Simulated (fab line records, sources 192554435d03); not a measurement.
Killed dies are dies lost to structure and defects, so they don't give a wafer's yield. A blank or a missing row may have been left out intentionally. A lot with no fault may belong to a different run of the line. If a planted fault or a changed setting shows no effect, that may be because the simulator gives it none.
Matching of chambers ; flow n5_finfet ; N5_BEOL_M2_ETCH_70 on rie_diel-04: 4 sister chambers
The step etches SOC in N2/H2, target depth 80 nm, overetch 24 nm, time 130 s. 14 wafers are shown with their chamber, then 7 later ones without.

WAFERS, EACH WITH ITS CHAMBER
wafer;chamber;drypump_motor_current_A (A);showerhead_plenum_p_Torr (Torr);rf_vpp_V (V)
L077.2;3;5.4;2.50;522.5
L077.5;1;5.4;2.64;524.8
L077.6;0;5.3;2.60;524.8
L083.4;1;5.4;2.63;525.3
L083.5;2;5.9;2.66;528.3
L083.6;3;5.3;2.50;522.4
L089.2;2;5.9;2.65;527.6
L089.4;0;5.3;2.58;525.7
L089.6;3;5.4;2.49;521.6
L092.1;1;5.4;2.62;525.2
L092.3;0;5.3;2.58;525.0
L092.4;2;5.9;2.64;526.4
L095.1;0;5.3;2.58;525.7
L095.2;2;5.9;2.64;526.2

SIGNATURES, as means of the wafers listed above
reading;chamber 0;chamber 1;chamber 2;chamber 3;scatter within a chamber
drypump_motor_current_A;5.300;5.400;5.900;5.367;0.0258
showerhead_plenum_p_Torr;2.5850;2.6300;2.6475;2.4967;0.00917
rf_vpp_V;525.300;525.100;527.125;522.167;0.654
Rule: for a wafer and a chamber, the distance is found by dividing, reading by reading, the gap between the wafer's reading and the chamber's mean by the reading's scatter, squaring, summing and taking the root. If the next closest chamber is less than 2 further off than the closest, the wafer can't be placed; otherwise it belongs to the closest. The scatter: the root of (the sum of the squares of (reading less its chamber's mean) over the shown wafers, divided by (wafers less chambers)).

WAFERS MISSING THEIR CHAMBER
wafer;drypump_motor_current_A (A);showerhead_plenum_p_Torr (Torr);rf_vpp_V (V)
L095.4;5.4;2.58;526.1
L093.1;5.4;2.62;524.5
L093.5;5.4;2.62;524.7
L093.6;5.3;2.58;525.1
L097.2;5.3;2.58;525.5
L097.4;5.4;2.49;523.2
L097.5;5.4;2.62;525.1

WHICH CHAMBER EACH ONE RAN IN
wafer;from the rows above;in truth
L095.4;can't be placed: 0 or 1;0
L093.1;1;1
L093.5;1;1
L093.6;0;0
L097.2;0;0
L097.4;3;3
L097.5;1;1
Correctly placed: 6 of 7. From these rows, 1 cannot be placed; in 1 the true chamber is one of the candidates. Number placed wrongly: 0.
